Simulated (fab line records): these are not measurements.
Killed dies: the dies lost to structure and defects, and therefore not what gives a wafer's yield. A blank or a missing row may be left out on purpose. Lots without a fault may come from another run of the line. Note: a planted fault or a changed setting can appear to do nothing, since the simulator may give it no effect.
Chamber matching / flow nand-harc / rie-diel-01 running NHARC_A_STAIRCASE_DESCUM_168: 4 sister chambers
The step chemistry O2, time 3 s. 22 wafers are shown with their chamber, then 11 later ones without.

== WAFERS, EACH WITH ITS CHAMBER ==
wafer=L077.4; chamber=0; showerhead-plenum-p-Torr (Torr)=2.06; drypump-motor-current-A (A)=5.3; rf-vpp-V (V)=57.3
wafer=L077.5; chamber=0; showerhead-plenum-p-Torr (Torr)=2.06; drypump-motor-current-A (A)=5.4; rf-vpp-V (V)=57.5
wafer=L077.6; chamber=3; showerhead-plenum-p-Torr (Torr)=1.84; drypump-motor-current-A (A)=6.6; rf-vpp-V (V)=57.6
wafer=L080.2; chamber=0; showerhead-plenum-p-Torr (Torr)=2.05; drypump-motor-current-A (A)=5.4; rf-vpp-V (V)=58.1
wafer=L080.4; chamber=3; showerhead-plenum-p-Torr (Torr)=1.84; drypump-motor-current-A (A)=6.5; rf-vpp-V (V)=58.3
wafer=L080.6; chamber=0; showerhead-plenum-p-Torr (Torr)=2.05; drypump-motor-current-A (A)=5.4; rf-vpp-V (V)=57.1
wafer=L081.2; chamber=0; showerhead-plenum-p-Torr (Torr)=2.06; drypump-motor-current-A (A)=5.3; rf-vpp-V (V)=58.9
wafer=L081.3; chamber=1; showerhead-plenum-p-Torr (Torr)=1.78; drypump-motor-current-A (A)=5.6; rf-vpp-V (V)=57.3
wafer=L081.5; chamber=1; showerhead-plenum-p-Torr (Torr)=1.78; drypump-motor-current-A (A)=5.6; rf-vpp-V (V)=57.2
wafer=L082.1; chamber=1; showerhead-plenum-p-Torr (Torr)=1.78; drypump-motor-current-A (A)=5.6; rf-vpp-V (V)=57.5
wafer=L082.2; chamber=3; showerhead-plenum-p-Torr (Torr)=1.84; drypump-motor-current-A (A)=6.6; rf-vpp-V (V)=57.6
wafer=L082.5; chamber=1; showerhead-plenum-p-Torr (Torr)=1.78; drypump-motor-current-A (A)=5.6; rf-vpp-V (V)=56.7
wafer=L086.3; chamber=0; showerhead-plenum-p-Torr (Torr)=2.05; drypump-motor-current-A (A)=5.4; rf-vpp-V (V)=59.2
wafer=L086.4; chamber=2; showerhead-plenum-p-Torr (Torr)=2.02; drypump-motor-current-A (A)=5.8; rf-vpp-V (V)=58.5
wafer=L086.6; chamber=1; showerhead-plenum-p-Torr (Torr)=1.78; drypump-motor-current-A (A)=5.6; rf-vpp-V (V)=55.7
wafer=L087.3; chamber=2; showerhead-plenum-p-Torr (Torr)=2.02; drypump-motor-current-A (A)=5.8; rf-vpp-V (V)=56.5
wafer=L087.4; chamber=3; showerhead-plenum-p-Torr (Torr)=1.83; drypump-motor-current-A (A)=6.5; rf-vpp-V (V)=57.9
wafer=L087.6; chamber=0; showerhead-plenum-p-Torr (Torr)=2.05; drypump-motor-current-A (A)=5.4; rf-vpp-V (V)=59.4
wafer=L089.1; chamber=1; showerhead-plenum-p-Torr (Torr)=1.78; drypump-motor-current-A (A)=5.6; rf-vpp-V (V)=55.4
wafer=L089.2; chamber=2; showerhead-plenum-p-Torr (Torr)=2.01; drypump-motor-current-A (A)=5.8; rf-vpp-V (V)=58.1
wafer=L089.6; chamber=0; showerhead-plenum-p-Torr (Torr)=2.05; drypump-motor-current-A (A)=5.4; rf-vpp-V (V)=58.6
wafer=L090.2; chamber=3; showerhead-plenum-p-Torr (Torr)=1.83; drypump-motor-current-A (A)=6.6; rf-vpp-V (V)=57.0

SIGNATURES (averages over the wafers above)
reading=showerhead-plenum-p-Torr; chamber 0=2.0537; chamber 1=1.7800; chamber 2=2.0167; chamber 3=1.8360; scatter within a chamber=0.00456
reading=drypump-motor-current-A; chamber 0=5.375; chamber 1=5.600; chamber 2=5.800; chamber 3=6.560; scatter within a chamber=0.0387
reading=rf-vpp-V; chamber 0=58.263; chamber 1=56.633; chamber 2=57.700; chamber 3=57.680; scatter within a chamber=0.838
Rule: a wafer lies at a distance from a chamber equal to the root of the sum of squares, over the readings, of (its reading less the chamber's mean, divided by the reading's scatter). If the next closest chamber is less than 2 further off than the closest, the wafer can't be placed; otherwise it belongs to the closest. The scatter is the square root of a quotient: the sum, over the shown wafers, of each reading's squared deviation from its chamber's mean, divided by wafers minus chambers.

== WAFERS WITHOUT THEIR CHAMBER ==
wafer=L090.3; showerhead-plenum-p-Torr (Torr)=1.77; drypump-motor-current-A (A)=5.6; rf-vpp-V (V)=57.3
wafer=L090.5; showerhead-plenum-p-Torr (Torr)=2.01; drypump-motor-current-A (A)=5.8; rf-vpp-V (V)=57.2
wafer=L093.4; showerhead-plenum-p-Torr (Torr)=1.83; drypump-motor-current-A (A)=6.5; rf-vpp-V (V)=57.0
wafer=L093.5; showerhead-plenum-p-Torr (Torr)=2.01; drypump-motor-current-A (A)=5.7; rf-vpp-V (V)=57.7
wafer=L093.6; showerhead-plenum-p-Torr (Torr)=1.77; drypump-motor-current-A (A)=5.6; rf-vpp-V (V)=55.4
wafer=L092.4; showerhead-plenum-p-Torr (Torr)=2.01; drypump-motor-current-A (A)=5.8; rf-vpp-V (V)=58.6
wafer=L092.5; showerhead-plenum-p-Torr (Torr)=1.83; drypump-motor-current-A (A)=6.5; rf-vpp-V (V)=58.0
wafer=L092.6; showerhead-plenum-p-Torr (Torr)=2.01; drypump-motor-current-A (A)=5.7; rf-vpp-V (V)=57.9
wafer=L095.2; showerhead-plenum-p-Torr (Torr)=2.04; drypump-motor-current-A (A)=5.3; rf-vpp-V (V)=58.2
wafer=L095.5; showerhead-plenum-p-Torr (Torr)=1.82; drypump-motor-current-A (A)=6.6; rf-vpp-V (V)=56.5
wafer=L095.6; showerhead-plenum-p-Torr (Torr)=2.01; drypump-motor-current-A (A)=5.8; rf-vpp-V (V)=56.9

== WHICH CHAMBER EACH WENT THROUGH ==
wafer=L090.3; from the rows above=1; in truth=1
wafer=L090.5; from the rows above=2; in truth=2
wafer=L093.4; from the rows above=3; in truth=3
wafer=L093.5; from the rows above=2; in truth=2
wafer=L093.6; from the rows above=1; in truth=1
wafer=L092.4; from the rows above=2; in truth=2
wafer=L092.5; from the rows above=3; in truth=3
wafer=L092.6; from the rows above=2; in truth=2
wafer=L095.2; from the rows above=0; in truth=0
wafer=L095.5; from the rows above=3; in truth=3
wafer=L095.6; from the rows above=2; in truth=2
Correctly placed: 11 of 11. Left unplaced by these rows: 0. Placed wrongly: 0.
